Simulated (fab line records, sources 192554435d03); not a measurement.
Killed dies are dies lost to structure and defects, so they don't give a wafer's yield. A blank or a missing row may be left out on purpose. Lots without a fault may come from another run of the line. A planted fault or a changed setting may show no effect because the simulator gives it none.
fab line records | flow n5_finfet
record lots=6 wafers=17 last_day=17
route steps=1938 shown HKMG_FIN@400 PASSIVATION@1936
lots that met no fault: from a run of the same line without faults
start_h: hours from the record's first day to the start of the lot's first wafer shown | wait_h: hours since the lot's step before | " the same as in the row above | L1.1+2: a row that stands for several wafers | - no value, or no start given | * or withheld: withheld | < > ~ a bound
route shown NAME@n: a module of which the file shows steps, and the number in the route of the first | usual: mean/standard deviation of fault-free wafers | same: alike in all rows | chamber/n: place in a boat | sites: the reading at each site | _std_site: their standard deviation | _edge_site: outer sites' mean less inner sites' | radius_mm: how far each site lies from the wafer's centre | mask NAME#n: copy n | behind: the tool/chamber that last shaped the wafer | hold: why the lot was held/for how many hours/how that ended | device: the transistor (n, p or np) that didn't switch | end of line: the same wafers' tests at the end of the route | a step without rows: its recipe alone | killed: dies lost to structure and defects at the first sort, not the wafer's yield | map: a wafer's dies, x killed, . not, _ none there
set.NAME: the setting as run; set.NAME@STEP: as run at that earlier step | model.NAME: the simulator's own value behind a step, which no gauge read
lots at some steps of the route; a table a step, a row a wafer
services: from which hour (start_h, from the record's first day; less than 0 if before it) a tool's chamber was out of use, for how many hours, and why
## steps
# step N5_HKMG_FIN_INSPECT_61
# recipe mode=adi inspect_instrument=macro
# usual raw_defect_count=1.9/1.4
# columns lot.wafer tool chamber start_h wait_h raw_defect_count
L414.2 defect_inspect-01 - 93.67 0.0 2
L414.4 " - " " 6
L416.1 defect_inspect-02 - 111.00 0.0 3
L416.2 " - " " 2
L416.6 " - " " 2
L424.3 defect_inspect-01 - 153.88 0.0 0
L424.4 " - " " 2
L424.6 " - " " 4
L425.2 defect_inspect-02 - 162.57 0.0 2
L425.3 " - " " 1
L425.5 " - " " 0
L428.2 defect_inspect-02 - 183.15 0.0 0
L428.3 " - " " 1
L428.5 " - " " 0
L432.3 defect_inspect-02 - 205.10 0.0 1
L432.4 " - " " 1
L432.5 " - " " 2
# step N5_HKMG_FIN_DESCUM_53
# recipe chemistry=O2 time_s=7.9 source_power_w=50 bias_power_w=20 pressure_mtorr=20 rf_frequency_hz=2.712e+07 temp_c=40 resist=CAR-ArF o2_flow_sccm=225
# usual drypump_motor_current_A=5.9/0.44 oes_product_au=0.80/0.083 rf_vpp_V=244.1/1.3 showerhead_plenum_p_Torr=2.16/0.066 throttle_valve_pct=20.3/0.36
# columns lot.wafer tool chamber start_h wait_h drypump_motor_current_A oes_product_au rf_hours_counter_h rf_vpp_V showerhead_plenum_p_Torr throttle_valve_pct
L414.2 rie_diel-04 2 93.70 0.0 6.3 0.85 58 245.9 2.24 20.5
L414.4 " 0 " " 5.0 0.92 21 243.2 2.08 20.9
L416.1 rie_diel-05 1 111.18 0.2 5.8 0.78 125 244.9 2.22 21.0
L416.2 " 3 " " 5.8 0.73 195 244.4 2.17 20.0
L416.6 " 0 " " 6.2 0.95 - 245.6 2.24 20.1
L424.3 rie_diel-06 0 153.91 0.0 6.3 0.72 192 243.2 2.18 20.8
L424.4 " 1 " " 6.4 0.86 - 245.7 2.20 20.2
L424.6 " 0 " " 6.4 0.72 - 243.5 2.18 20.7
L425.2 rie_diel-05 3 162.61 0.0 5.9 0.70 214 244.0 2.16 20.0
L425.3 " 2 " " 5.4 0.84 71 241.0 2.02 20.0
L425.5 " 0 " " 6.2 0.89 - 246.8 2.23 20.1
L428.2 rie_diel-05 1 183.19 0.0 5.8 0.74 149 244.5 2.21 21.1
L428.3 " 3 " " 5.8 0.70 219 245.1 2.16 20.1
L428.5 " 0 " " 6.2 0.87 - 246.8 2.23 20.1
L432.3 rie_diel-04 2 206.00 0.9 6.2 0.80 99 245.2 2.22 20.5
L432.4 " 3 " " 6.3 0.83 - 243.1 2.13 20.3
L432.5 " 2 " " 6.2 0.80 - 245.7 2.22 20.5
# step N5_HKMG_FIN_ETCH_54
# recipe chemistry=CF4 target=SiARC target_depth_a=455 mask_material=CAR-ArF time_s=75.8 ion_energy_ev=80 pressure_mtorr=40 source_w=545 bias_w=36 Ar_flow_sccm=100 cf4_flow_sccm=100 ends=cleared
# step N5_HKMG_FIN_ETCH_55
# recipe chemistry=N2/H2 target=SOC target_depth_a=2400 temp_c=40 time_s=300 ion_energy_ev=200 mask_material=SiARC pressure_mtorr=30 source_w=840 bias_w=150 n2_flow_sccm=200 h2_flow_sccm=200
# step N5_HKMG_FIN_STRIP_56
# recipe chemistry=N2/H2 temp_c=40 n2_flow_sccm=200 h2_flow_sccm=200 rf_frequency_hz=6e+07
# step N5_HKMG_FIN_STRIP_57
# recipe chemistry=CF4 resist=SiARC power_w=300 bias_power_w=75 pressure_mtorr=50 cf4_flow_sccm=150 rf_frequency_hz=6e+07
# usual drypump_motor_current_A=5.9/0.44 oes_product_au=0.79/0.077 rf_vpp_V=272.3/1.4 showerhead_plenum_p_Torr=1.84/0.043 throttle_valve_pct=13.50/0.21
# columns lot.wafer tool chamber start_h wait_h drypump_motor_current_A oes_product_au rf_hours_counter_h rf_vpp_V showerhead_plenum_p_Torr throttle_valve_pct
L414.2 rie_diel-04 2 93.98 0.0 6.3 0.83 59 272.2 1.88 13.49
L414.4 " 0 " " 5.0 0.91 21 270.2 1.75 13.53
L416.1 rie_diel-05 1 111.47 0.0 5.8 0.76 125 272.7 1.86 13.85
L416.2 " 3 " " 5.9 0.72 195 272.4 1.85 13.36
L416.6 " 0 " " 6.2 0.93 - 273.8 1.90 13.16
L424.3 rie_diel-06 1 154.21 0.0 6.5 0.84 - 274.4 1.89 13.37
L424.4 " 0 " " 6.3 0.72 - 273.1 1.83 13.73
L424.6 " 0 " " 6.3 0.72 - 272.7 1.83 13.73
L425.2 rie_diel-05 3 162.89 0.0 5.8 0.72 214 272.6 1.84 13.40
L425.3 " 2 " " 5.4 0.82 71 269.2 1.78 13.41
L425.5 " 0 " " 6.2 0.88 - 272.8 1.90 13.19
L428.2 rie_diel-05 1 183.47 0.0 5.8 0.73 149 272.3 1.85 13.91
L428.3 " 3 " " 5.8 0.71 219 271.9 1.84 13.42
L428.5 " 0 " " 6.2 0.87 - 273.6 1.90 13.21
L432.3 rie_diel-04 2 206.28 0.0 6.3 0.79 99 272.8 1.87 13.56
L432.4 " 3 " " 6.3 0.80 - 273.1 1.81 13.30
L432.5 " 2 " " 6.3 0.79 - 273.0 1.87 13.56
# step N5_HKMG_FIN_ETCH_58
# recipe chemistry=N2/H2 target=SOC target_depth_a=2158 ion_energy_ev=50 bias_w=13 time_s=741 pressure_mtorr=30 source_w=875 n2_flow_sccm=200 h2_flow_sccm=200
# usual drypump_motor_current_A=5.9/0.44 oes_product_au=0.80/0.085 rf_vpp_V=99.6/0.81 showerhead_plenum_p_Torr=2.61/0.082 throttle_valve_pct=17.7/0.33
# columns lot.wafer tool chamber start_h wait_h drypump_motor_current_A oes_product_au rf_hours_counter_h rf_vpp_V showerhead_plenum_p_Torr throttle_valve_pct
L414.2 rie_diel-04 2 94.00 0.0 6.2 0.85 59 99.8 2.72 17.9
L414.4 " 0 " " 5.0 0.92 21 97.7 2.46 17.6
L416.1 rie_diel-05 1 111.49 0.0 5.8 0.78 125 100.2 2.66 18.2
L416.2 " 3 " " 5.9 0.73 195 99.7 2.61 17.2
L416.6 " 0 " " 6.3 0.94 - 99.7 2.68 17.2
L424.3 rie_diel-06 1 154.44 0.2 6.4 0.88 - 99.7 2.68 17.5
L424.4 " 0 " " 6.4 0.73 - 98.4 2.64 18.1
L424.6 " 0 " " 6.4 0.73 - 99.1 2.64 18.1
L425.2 rie_diel-05 3 162.91 0.0 5.8 0.72 214 98.9 2.60 17.3
L425.3 " 2 " " 5.4 0.85 71 99.8 2.48 17.4
L425.5 " 0 " " 6.2 0.89 - 98.9 2.67 17.2
L428.2 rie_diel-05 1 183.49 0.0 5.9 0.75 149 99.6 2.65 18.2
L428.3 " 3 " " 5.9 0.71 219 99.2 2.60 17.2
L428.5 " 0 " " 6.2 0.88 - 99.7 2.67 17.3
L432.3 rie_diel-04 2 206.30 0.0 6.3 0.81 99 100.1 2.70 17.9
L432.4 " 3 " " 6.3 0.83 - 99.2 2.59 17.7
L432.5 " 2 " " 6.3 0.81 - 101.2 2.70 17.9
# step N5_HKMG_FIN_STRIP_93
# recipe chemistry=N2/H2 material=SOC time_s=20 power_w=500 temp_c=40 pressure_mtorr=50 rf_frequency_hz=6e+07 bias_power_w=8 h2_frac=0.5 n2_flow_sccm=300 h2_flow_sccm=300
# usual drypump_motor_current_A=5.9/0.44 oes_product_au=0.80/0.086 rf_vpp_V=54.5/0.79 showerhead_plenum_p_Torr=3.45/0.1 throttle_valve_pct=18.9/0.5
# columns lot.wafer tool chamber start_h wait_h drypump_motor_current_A oes_product_au rf_hours_counter_h rf_vpp_V showerhead_plenum_p_Torr throttle_valve_pct
L414.2 rie_diel-04 2 94.43 0.2 6.2 0.86 59 54.9 3.58 19.1
L414.4 " 0 " " 5.0 0.92 21 54.0 3.25 18.2
L416.1 rie_diel-05 1 111.91 0.2 5.9 0.78 125 54.6 3.51 19.3
L416.2 " 3 " " 5.8 0.73 195 54.5 3.44 18.1
L416.6 " 0 " " 6.2 0.95 - 55.9 3.54 18.3
L424.3 rie_diel-06 1 154.89 0.2 6.5 0.89 - 54.2 3.54 18.5
L424.4 " 0 " " 6.3 0.72 - 54.5 3.48 19.6
L424.6 " 0 " " 6.4 0.71 - 55.3 3.48 19.5
L425.2 rie_diel-05 3 163.33 0.2 5.8 0.71 214 52.9 3.43 18.1
L425.3 " 2 " " 5.4 0.84 71 54.4 3.28 18.6
L425.5 " 0 " " 6.2 0.89 - 56.0 3.52 18.3
L428.2 rie_diel-05 1 183.92 0.2 5.8 0.75 150 53.8 3.50 19.4
L428.3 " 3 " " 5.8 0.72 220 53.7 3.43 18.1
L428.5 " 0 " " 6.2 0.88 - 54.3 3.52 18.3
L432.3 rie_diel-04 2 206.72 0.2 6.2 0.81 99 53.6 3.56 19.2
L432.4 " 3 " " 6.3 0.83 - 53.5 3.42 19.3
L432.5 " 2 " " 6.3 0.80 - 55.7 3.56 19.2
# step N5_HKMG_FIN_WET_ETCH_76
# recipe chemistry=dNH4OH mix=1:50 temp_c=25 target=Al2O3 stop_on=La2O3 target_depth_nm=2.25 dry=ipa_marangoni rinse_time_s=30 rinse_temp_c=23
# step N5_HKMG_FIN_STRIP_60
# recipe chemistry=N2/H2 power_w=2500 temp_c=300 h2_frac=0.65 time_s=360 pressure_mtorr=withheld n2_flow_sccm=1750 h2_flow_sccm=3250
# usual drypump_motor_current_A=5.60/0.25 heater_power_w=499/45
# columns lot.wafer tool chamber start_h wait_h drypump_motor_current_A heater_power_w rf_hours_counter_h
L414.2 plasma_asher-01 1 94.58 0.0 5.54 543 39
L414.4 " 0 " " 5.84 517 -
L416.1 plasma_asher-02 1 112.06 0.0 5.81 504 99
L416.2 " 0 " " 5.21 419 99
L416.6 " 0 " " 5.22 429 -
L424.3 plasma_asher-02 0 155.16 0.1 5.23 429 -
L424.4 " 1 " " 5.80 511 -
L424.6 " 1 " " 5.79 514 -
L425.2 plasma_asher-01 1 163.49 0.0 5.53 552 53
L425.3 " 1 " " 5.52 546 -
L425.5 " 1 " " 5.52 537 -
L428.2 plasma_asher-02 1 184.07 0.0 5.77 513 112
L428.3 " 0 " " 5.21 414 -
L428.5 " 1 " " 5.80 522 -
L432.3 plasma_asher-01 1 206.99 0.1 5.53 549 -
L432.4 " 0 " " 5.86 512 -
L432.5 " 1 " " 5.52 543 -
# step N5_HKMG_FIN_WET_ETCH_77
# recipe chemistry=dHCl mix=1:10000 temp_c=25 target=La2O3 stop_on=HfO2 target_depth_nm=2
# step N5_HKMG_FIN_WET_ETCH_78
# recipe chemistry=dNH4OH mix=1:50 temp_c=25 target=Al2O3 stop_on=La2O3 target_depth_nm=4.5 dry=ipa_marangoni rinse_time_s=30 rinse_temp_c=23
# step N5_HKMG_FIN_ALD_79
# recipe material=TiN target_thk_a=15 temp_c=400 ald_precursor_family=TiCl4 ald_co_reactant=NH3 pulse_time_s=1 purge_time_s=3 co_reactant_purge_time_s=2 co_reactant_pulse_time_s=2 ald_cycles=68 pressure_torr=3
# usual co_reactant_pulse_time_s=2/0 heater_power_w=875/54 precursor_pulse_height_rel=0.998/0.02
# columns lot.wafer tool chamber start_h wait_h co_reactant_pulse_time_s heater_power_w precursor_pulse_height_rel since_wet_clean_h
L414.2 ald_metal-02 3 95.07 0.0 2 745 1.020 4373
L414.4 " 0 " " 2 986 1.012 4373
L416.1 ald_metal-03 3 112.55 0.0 2 840 1.008 2852
L416.2 " 1 " " 2 897 1.032 2852
L416.6 " 3 " " 2 851 1.011 -
L424.3 ald_metal-03 3 155.53 0.0 1.7923 841 0.979 2895
L424.4 " 3 " " 2 843 0.992 -
L424.6 " 2 " " 1.7923 901 0.983 -
L425.2 ald_metal-03 0 163.99 0.0 2 819 0.970 2904
L425.3 " 3 " " 1.7923 874 0.994 2904
L425.5 " 0 " " 2 821 1.023 -
L428.2 ald_metal-02 0 184.56 0.0 2 937 1.018 4463
L428.3 " 2 " " 2 861 0.988 4463
L428.5 " 0 " " 2 932 0.991 -
L432.3 ald_metal-04 3 207.36 0.0 2 945 0.998 1409
L432.4 " 2 " " 2 850 1.004 -
L432.5 " 0 " " 2 831 1.013 -
# step N5_HKMG_FIN_CVD_62
# recipe material=a-Si target_thk_a=30 temp_c=500 precursor=Si2H6 pressure_torr=1 time_s=20.8
# step N5_PASSIVATION_PROBE_49
# usual killed_at_M0_to_M3=33/9.9 killed_at_M4_up=15/5.6 killed_at_contacts=13/5.7 killed_at_front_end=38/12 killed_at_other=4/3.1 killed_dies=103/17 killed_open=66/13 killed_short=32/7.8
# same gross_dies=1180 killed_at_back_side=0
# columns lot.wafer tool chamber start_h wait_h killed_at_M0_to_M3 killed_at_M4_up killed_at_contacts killed_at_front_end killed_at_other killed_dies killed_open killed_short
L414.2 prober-01 - 305.38 0.1 33 12 18 49 8 120 84 35
L414.4 prober-01 - 305.48 0.2 26 14 31 55 3 129 88 38
L424.3 prober-01 - 350.44 0.1 36 9 25 20 0 90 60 26
L424.4 prober-01 - 350.49 0.2 48 10 13 21 0 92 61 28
L424.6 prober-01 - 350.59 0.3 36 10 25 21 9 101 60 38
L428.2 prober-01 - 396.75 0.1 27 6 13 33 5 84 51 28
L428.3 prober-01 - 396.80 0.1 44 18 14 29 6 111 70 38
L428.5 prober-01 - 396.90 0.2 43 7 18 38 12 118 73 37
# killed by level:class
L414.2 MOL_CONTACT_COAG:geometric_particle:open=14 STI_FIN_REVEAL:geometric_particle:open=13 FIN_SAQP:geometric_particle:short=9 FIN_SAQP:geometric_particle:open=7 BEOL_M0_SAQP:geometric_particle:open=7 BEOL_M0_SAQP:geometric_particle:short=7 BEOL_M1:geometric_particle:open=6 BEOL_M3:geometric_particle:open=6
L414.4 MOL_CONTACT_COAG:geometric_particle:open=26 FIN_SAQP:geometric_particle:open=7 STI_FIN_REVEAL:geometric_particle:open=7 DUMMY_GATE:geometric_particle:open=7 BEOL_M0_SAQP:geometric_particle:open=6 BEOL_M1:geometric_particle:open=6 FIN_SAQP:geometric_particle:short=5 GATE_CUT:geometric_particle:short=5
L424.3 MOL_CONTACT_COAG:geometric_particle:open=21 BEOL_M0_SAQP:geometric_particle:open=9 BEOL_M2:geometric_particle:open=7 BEOL_M0_SAQP:geometric_particle:short=5 BEOL_M1:geometric_particle:short=5 FIN_SAQP:geometric_particle:short=4 DUMMY_GATE:geometric_particle:open=4 FIN_SAQP:geometric_particle:open=3
L424.4 MOL_CONTACT_COAG:geometric_particle:open=12 BEOL_M3:geometric_particle:open=10 BEOL_M0_SAQP:geometric_particle:short=9 BEOL_M0_SAQP:geometric_particle:open=8 BEOL_M2:geometric_particle:open=6 BEOL_M1:geometric_particle:short=5 FIN_SAQP:geometric_particle:open=4 STI_FIN_REVEAL:geometric_particle:open=4
L424.6 MOL_CONTACT_COAG:geometric_particle:open=19 BEOL_M0_SAQP:geometric_particle:short=11 BEOL_M2:geometric_particle:open=7 FIN_SAQP:geometric_particle:short=6 BEOL_M3:geometric_particle:open=6 BEOL_M0_SAQP:geometric_particle:open=5 PAD_METAL:geometric_particle:short=5 FIN_SAQP:geometric_particle:open=4
L428.2 MOL_CONTACT_COAG:geometric_particle:open=11 BEOL_M1:geometric_particle:open=10 STI_FIN_REVEAL:geometric_particle:open=6 GATE_CUT:geometric_particle:short=6 BEOL_M3:geometric_particle:open=6 FIN_SAQP:geometric_particle:open=5 DUMMY_GATE:geometric_particle:short=5 BEOL_M0_SAQP:geometric_particle:short=4
L428.3 BEOL_M0_SAQP:geometric_particle:short=14 MOL_CONTACT_COAG:geometric_particle:open=12 BEOL_M0_SAQP:geometric_particle:open=11 BEOL_M2:geometric_particle:open=8 BEOL_M4:geometric_particle:open=6 STI_FIN_REVEAL:geometric_particle:open=4 DUMMY_GATE:geometric_particle:open=4 BEOL_M2:geometric_particle:short=4
L428.5 MOL_CONTACT_COAG:geometric_particle:open=16 BEOL_M1:geometric_particle:open=10 BEOL_M0_SAQP:geometric_particle:open=8 BEOL_M0_SAQP:geometric_particle:short=7 FIN_SAQP:geometric_particle:open=6 STI_FIN_REVEAL:geometric_particle:open=6 BEOL_M1:geometric_particle:short=6 BEOL_M2:geometric_particle:open=5
## services
# columns tool chamber start_h hours kind
rie_diel-05 0 73.10 - clean
rie_diel-05 0 73.10 - consumable_replace:focus_ring
rie_diel-05 0 73.10 - consumable_replace:showerhead
ald_metal-04 - 112.18 0.4 repair
rie_diel-05 2 133.03 8.9 repair
rie_diel-04 - 137.93 0.3 repair
rie_diel-06 2 146.63 - clean
rie_diel-06 2 146.63 18.4 scheduled_down
rie_diel-06 2 146.63 18.4 vent_cycle
ald_metal-02 3 147.77 19.4 repair
ald_metal-03 0 155.29 8.0 repair
ald_metal-04 1 173.83 34.1 repair
plasma_asher-02 - 176.13 1.0 repair
rie_diel-06 - 176.36 0.6 repair
ald_metal-03 2 207.00 205.9 repair
## key
first_sign step=N5_HKMG_FIN_ALD_79 reading=co_reactant_pulse_time_s direction=down sigmas=99+ usual=* struck=*
effect none on later readings
met_at N5_HKMG_FIN_ALD_79
struck_wafers L424.3,L424.6,L425.3
tester_left_out L424,L425
onset_between 112.55 155.53
fault kind=process_parameter_drift tool=ald_metal-03 chamber=- onset_h=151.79 steps=N5_HKMG_FIN_ALD_79 channel=co_reactant_pulse_time_s offset=* shape=step end_h=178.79 scope=struck_wafers_only acts_in=* stated=*
# tester_left_out: of these lots the tester's yield and bins aren't shown, on N5 and GAA mostly nor the transistor test; their killed dies are dies lost to structure and defects alone, not to doping, threshold or leakage, so they don't give the yield
